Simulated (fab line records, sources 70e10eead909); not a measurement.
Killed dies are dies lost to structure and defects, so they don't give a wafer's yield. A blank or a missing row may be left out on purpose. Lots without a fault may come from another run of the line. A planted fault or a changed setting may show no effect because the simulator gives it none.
Which tool did it? | flow nand_harc | 11 lots, 33 wafers sampled, at 1 step of a route of 1302

WHAT THE GAUGES READ, wafer by wafer
NHARC_A_CONTACT_CD_MEAS_08: target cd 200 nm. Usual: cd_nm 200.0 nm, standard deviation 0.49.
lot  | measured     | on        | cd_nm (nm)        | flag
L415 | day 22 02:24 | cd_sem-03 | 199.9 200.3 200.0 |
L416 | day 22 19:11 | cd_sem-02 | 200.5 200.2 199.8 |
L419 | day 23 06:56 | cd_sem-02 | 199.9 200.1 200.6 |
L420 | day 23 15:44 | cd_sem-02 | 200.3 200.6 200.0 |
L424 | day 26 01:25 | cd_sem-01 | 199.4 198.5 199.9 |
L425 | day 26 07:29 | cd_sem-01 | 200.6 200.0 200.2 |
L426 | day 26 22:08 | cd_sem-02 | 199.6 200.5 199.9 |
L428 | day 27 12:53 | cd_sem-02 | 199.0 200.0 199.4 |
L435 | day 31 09:27 | cd_sem-01 | 200.5 200.9 200.9 |
L437 | day 31 14:05 | cd_sem-01 | 199.7 199.9 200.4 |
L436 | day 31 17:55 | cd_sem-01 | 200.0 200.4 199.0 |

WHICH TOOL RAN EACH LOT (tool, then ch and the chambers of the sampled wafers, then the start)
The record holds no process step before these readings.

WHAT THE TOOLS THEMSELVES READ (means of the sampled wafers that have a number; where no wafer has one, the mark that the record gives instead)
The record holds no such reading with a usual standard deviation.

THE ANSWER, worked out from the rows above alone
Rule: a lot is off if the mean of its wafers that have a number lies more than 3 standard deviations from the usual mean. A lot without any number at a reading at which 4 lots or more have one is off too. The other lots that the step has rows for count as sound. The gauges are gone through in route order, then the tools' own readings, and for those a lot's mean is taken as printed above. The first step at which some lot is off is used, and at that step the reading that is off furthest; a lot without a number counts as furthest.
No lot is off at any reading shown: from this, nothing can be told.

WHAT THE SIMULATOR HAD PUT IN
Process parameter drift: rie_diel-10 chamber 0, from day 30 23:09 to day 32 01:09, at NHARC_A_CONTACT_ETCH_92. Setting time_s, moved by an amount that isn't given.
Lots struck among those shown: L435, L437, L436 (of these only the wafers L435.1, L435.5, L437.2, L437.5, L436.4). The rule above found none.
